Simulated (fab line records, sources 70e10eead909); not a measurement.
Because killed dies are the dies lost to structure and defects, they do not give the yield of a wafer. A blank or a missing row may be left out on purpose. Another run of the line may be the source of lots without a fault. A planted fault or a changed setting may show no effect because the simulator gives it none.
Which tool was responsible? + flow nand harc + 38 wafers from 13 lots sampled at 5 of the route's 1302 steps

WHAT THE GAUGES SHOWED, per wafer
NHARC_A_ZERO_WELL_CD_MEAS_10: the cd target is 2000 nm. Usual: cd nm reads 2000.0 nm (standard deviation 2.2).
| lot  | measured     | on        | cd nm (nm)           | flag |
|------|--------------|-----------|----------------------|------|
| L368 | day 6 22:32  | cd sem-02 | 1998.9 2000.6 2000.1 |      |
| L369 | day 7 07:06  | cd sem-03 | 1999.8 1999.6 1997.6 |      |
| L371 | day 7 23:19  | cd sem-02 | 2003.7 2003.0 1998.9 |      |
| L372 | day 8 19:31  | cd sem-03 | 2000.9 1999.3 1999.2 |      |
| L373 | day 8 20:20  | cd sem-01 | 1995.1 2001.6 1996.9 |      |
| L374 | day 9 04:35  | cd sem-01 | 2001.5 1998.7 2003.0 |      |
| L377 | day 10 13:46 | cd sem-01 | 2001.3 2001.2 2002.0 |      |
| L380 | day 11 16:29 | cd sem-02 | 2002.1 1997.0 2000.0 |      |
| L381 | day 12 20:19 | cd sem-03 | 1996.9 2000.8        |      |
| L385 | day 13 21:15 | cd sem-01 | 1998.3 2002.8 2001.3 |      |
| L386 | day 14 04:10 | cd sem-02 | 1997.6 2003.7 2001.6 |      |
| L389 | day 15 08:25 | cd sem-02 | 1997.4 1998.6 1992.6 |      |
| L391 | day 16 06:12 | cd sem-01 | 2000.2 2000.1 1997.3 |      |

NHARC_A_ONON_D1_THK_MEAS_11: measures by ellipsometry. Usual: thk nm reads 1001 nm (standard deviation 8.9).
| lot  | measured     | on            | thk nm (nm)    | flag |
|------|--------------|---------------|----------------|------|
| L368 | day 7 22:11  | film metro-01 | 992 993 992    |      |
| L369 | day 8 13:34  | film metro-02 | 997 999 998    |      |
| L371 | day 9 01:07  | film metro-01 | 1004 1001 1003 |      |
| L372 | day 9 19:35  | film metro-01 | 1006 1004 1005 |      |
| L373 | day 9 19:35  | film metro-01 | 1007 1005 1005 |      |
| L374 | day 10 04:10 | film metro-01 | 1006 1004 1005 |      |
| L377 | day 11 13:48 | film metro-01 | 1006 1007 1006 |      |
| L380 | day 12 17:46 | film metro-01 | 990 991 992    |      |
| L381 | day 13 20:29 | film metro-02 | 996 993        |      |
| L385 | day 14 22:19 | film metro-02 | 1005 1008 1007 |      |
| L386 | day 15 06:07 | film metro-02 | 1009 1012 1008 |      |
| L389 | day 16 09:16 | film metro-02 | 978 979 978    |      |
| L391 | day 17 07:01 | film metro-02 | 988 989 991    |      |

NHARC_A_ONON_D1_THK_MEAS_24: measures by ellipsometry. Usual: thk nm reads 1003 nm (standard deviation 13).
| lot  | measured     | on            | thk nm (nm)    | flag |
|------|--------------|---------------|----------------|------|
| L368 | day 8 09:23  | film metro-02 | 990 988 987    |      |
| L369 | day 8 23:46  | film metro-02 | 1002 1001 1002 |      |
| L371 | day 9 10:38  | film metro-02 | 1008 1010 1009 |      |
| L372 | day 10 05:01 | film metro-01 | 1001 1001 1001 |      |
| L373 | day 10 04:53 | film metro-02 | 996 996 995    |      |
| L374 | day 10 13:25 | film metro-01 | 992 994 996    |      |
| L377 | day 12 02:49 | film metro-02 | 1002 1001 1000 |      |
| L380 | day 13 03:02 | film metro-01 | 1009 1009 1007 |      |
| L381 | day 14 08:04 | film metro-02 | 696 1021       | OFF  |
| L385 | day 15 12:12 | film metro-02 | 1004 1005 1003 |      |
| L386 | day 15 15:35 | film metro-02 | 1028 1026 1026 |      |
| L389 | day 16 22:01 | film metro-01 | 979 979 982    |      |
| L391 | day 17 13:23 | film metro-02 | 991 992 991    |      |

NHARC_A_CHANNEL_HOLE_D1_CD_MEAS_10: the cd target is 100 nm. Usual: cd nm reads 100.0 nm (standard deviation 0.67).
| lot  | measured     | on        | cd nm (nm)        | flag |
|------|--------------|-----------|-------------------|------|
| L368 | day 8 14:35  | cd sem-02 | 99.9 100.4 101.3  |      |
| L369 | day 9 04:17  | cd sem-01 | 100.3 100.2 100.1 |      |
| L371 | day 9 17:02  | cd sem-01 | 100.2 101.1 100.5 |      |
| L372 | day 10 09:23 | cd sem-01 | 100.3 100.7 100.2 |      |
| L373 | day 10 09:14 | cd sem-01 | 98.5 99.4 100.4   |      |
| L374 | day 10 17:46 | cd sem-01 | 99.6 101.0 100.2  |      |
| L377 | day 12 07:43 | cd sem-01 | 99.8 100.1 99.4   |      |
| L380 | day 13 07:42 | cd sem-02 | 100.3 100.6 100.9 |      |
| L381 | day 14 14:37 | cd sem-03 | 99.2              |      |
| L385 | day 15 16:38 | cd sem-01 | 98.5 99.6 99.2    |      |
| L386 | day 15 22:31 | cd sem-02 | 99.4 99.8 99.9    |      |
| L389 | day 17 10:02 | cd sem-01 | 100.3 100.4 100.5 |      |
| L391 | day 17 18:11 | cd sem-02 | 100.6 99.5 99.1   |      |

WHAT TOOL EACH LOT RAN ON (gives the tool, then ch and the chambers of the sampled wafers, and finally the start)
| lot  | NHARC_A_ONON_D1_DEP_22           |
|------|----------------------------------|
| L368 | pecvd onon-01 ch 0, day 8 08:56  |
| L369 | pecvd onon-04 ch 0, day 8 23:15  |
| L371 | pecvd onon-02 ch 0, day 9 10:07  |
| L372 | pecvd onon-02 ch 0, day 10 04:31 |
| L373 | pecvd onon-04 ch 0, day 10 04:29 |
| L374 | pecvd onon-01 ch 0, day 10 12:58 |
| L377 | pecvd onon-01 ch 0, day 12 02:22 |
| L380 | pecvd onon-04 ch 0, day 13 02:32 |
| L381 | pecvd onon-01 ch 0, day 14 07:33 |
| L385 | pecvd onon-02 ch 0, day 15 11:40 |
| L386 | pecvd onon-02 ch 0, day 15 15:08 |
| L389 | pecvd onon-02 ch 0, day 16 21:31 |
| L391 | pecvd onon-02 ch 0, day 17 12:56 |
- NHARC_A_ONON_D1_DEP_22: target thk 1000 nm.

AS READ BY THE TOOLS THEMSELVES (means over the sampled wafers that have a number; for cases with no such wafer, the mark the record gives instead)
The record holds no such reading with a usual standard deviation.

THE ANSWER, worked out from the rows above alone
Rule: take the mean of a lot's wafers that have a number; if it is more than 3 standard deviations from the usual mean, the lot is off. A lot without any number at a reading at which 4 lots or more have one is off too. Any other lot the step has rows for is counted as sound. First the gauges in route order, then the tools' own readings, where a lot's mean is used as printed above. At the first step where some lot is off, the reading lying furthest off is the one used; lots without a number count as furthest.
Off, at NHARC_A_ONON_D1_THK_MEAS_24 on thk nm: L381.
If a tool, at a process step before that reading, ran all the lots that are off and no sound lot after the first of them, it fits. The gauges at NHARC_A_ONON_D1_THK_MEAS_24 are tried like those tools. One fits: pecvd onon-01 at NHARC_A_ONON_D1_DEP_22. A fault onset in the window from L377 (day 12 02:22, its last sound lot) to L381 (day 14 07:33, its first lot off) fits.

WHAT THE SIMULATOR PUT IN
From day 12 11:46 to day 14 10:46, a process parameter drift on pecvd onon-01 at NHARC_A_ONON_D1_DEP_22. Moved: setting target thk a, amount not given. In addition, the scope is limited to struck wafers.
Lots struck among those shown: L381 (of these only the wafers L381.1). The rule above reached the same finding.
